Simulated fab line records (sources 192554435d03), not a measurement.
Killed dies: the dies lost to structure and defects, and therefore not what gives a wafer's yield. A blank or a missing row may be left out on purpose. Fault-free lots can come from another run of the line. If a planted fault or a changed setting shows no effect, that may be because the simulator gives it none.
Code-filled problem report in 8D (eight disciplines) form    flow n5Finfet    the parts of the form that need people (team, actions taken, sign-off) are left out

## 1. THE PROBLEM
Wafers without a fault read 13, standard deviation 5.9; rawDefectCount at N5_STI_FIN_REVEAL_INSPECT_13 reads a mean of 1369 on 4 wafers belonging to 2 lots. That is +99 or more standard deviations from the usual mean.
The step: inspects for defects (darkfield).
The first sign was on wafer L141.2 at day 7 13:02, on defectInspect-01. The record holds 35 wafers of 12 lots with a number at this step. By rule, "out" or "out of limits" means more than 4 standard deviations away from the usual mean. The other wafers with a number count as sound.

## 2. WHAT IT IS, WHAT IT ISN'T
question                     is                                  is not
which readings at this step  rawDefectCount                      -
which lots                   L141, L142                          L121, L122, L123, L125, L129, L131, L134, L138, L143, L144
which wafers of those lots   L141.2, L141.6, L142.1, L142.4      L141.4, L142.2
read on which gauges         defectInspect-01, defectInspect-02  -
when                         from day 7 13:02                    up to then (24 sound wafers); but 7 sound wafers of L142, L143, L144 came after

## 3. THE SUSPECTS, EACH WITH WHAT RULES IT OUT
Counting: if a tool at a process step up to the reading ran every lot that is out, it stays a suspect. Sound lots after the first of them don't rule it out here, since some wafers of a struck lot are sound.
- ruled out: the gauge at N5_STI_FIN_REVEAL_INSPECT_13. Those wafers that are out were read across 2 gauges (defectInspect-01, defectInspect-02).
- vaporEtch-01 at N5_STI_FIN_REVEAL_RECESS_09 (chemistry HF/NH3, target SiO2, afs cycles 11, target depth 42.5 nm, sublimation time 60 s): kept. Every lot that is out went through it, the first being L141 (day 7 10:14); the last sound lot it ran before that was L129 (day 4 11:00).
- The sound lot-mates ran in chamber 0 of vaporEtch-01 at N5_STI_FIN_REVEAL_RECESS_09, but the wafers that are out ran in chamber 1.
Left after counting: vaporEtch-01 at N5_STI_FIN_REVEAL_RECESS_09.

## 4. THE CAUSE (what the simulator had put in)
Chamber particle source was vaporEtch-01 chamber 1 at N5_STI_FIN_REVEAL_RECESS_09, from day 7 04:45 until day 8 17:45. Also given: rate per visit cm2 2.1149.
The count eliminated every tool but this one.

## 5. THE EFFECT CHAIN, in route order
Rows list readings where the struck wafers' mean (over those with a number) sits beyond 3 standard deviations from the usual. Scope: only readings with a usual standard deviation given in the record; hours: median across lots of the time from each lot's start at the first step in this table that gives one to its start at this step; sigmas: change in usual standard deviations.
hours  step                          reading           usual  on struck wafers  change  sigmas
0      N5_STI_FIN_REVEAL_INSPECT_13  rawDefectCount    13     1369              +1356   +99 or more
226    N5_PASSIVATION_PROBE_49       killedAtFrontEnd  41     107               +66     +6.0
226    N5_PASSIVATION_PROBE_49       killedDies        102    165               +63     +3.9
226    N5_PASSIVATION_PROBE_49       killedOnRim       13     28                +16     +3.7
It contains these process steps:
- N5_PASSIVATION_PROBE_49

## 6. HOW IT WOULD HAVE BEEN CAUGHT EARLIER
8 hours passed between the start of the fault at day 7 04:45 and the first reading out of limits at a measuring or inspecting step in this record, taken at day 7 13:02.
Of the tool readings at N5_STI_FIN_REVEAL_RECESS_09 for which the record gives a usual standard deviation, none was out on any struck wafer, so an alarm limit of 4 standard deviations on them would not have fired.
Among the 2 lots that are out, L142 began N5_STI_FIN_REVEAL_RECESS_09 on vaporEtch-01 after day 7 13:02. A tool hold placed at that time would have kept it from harm.
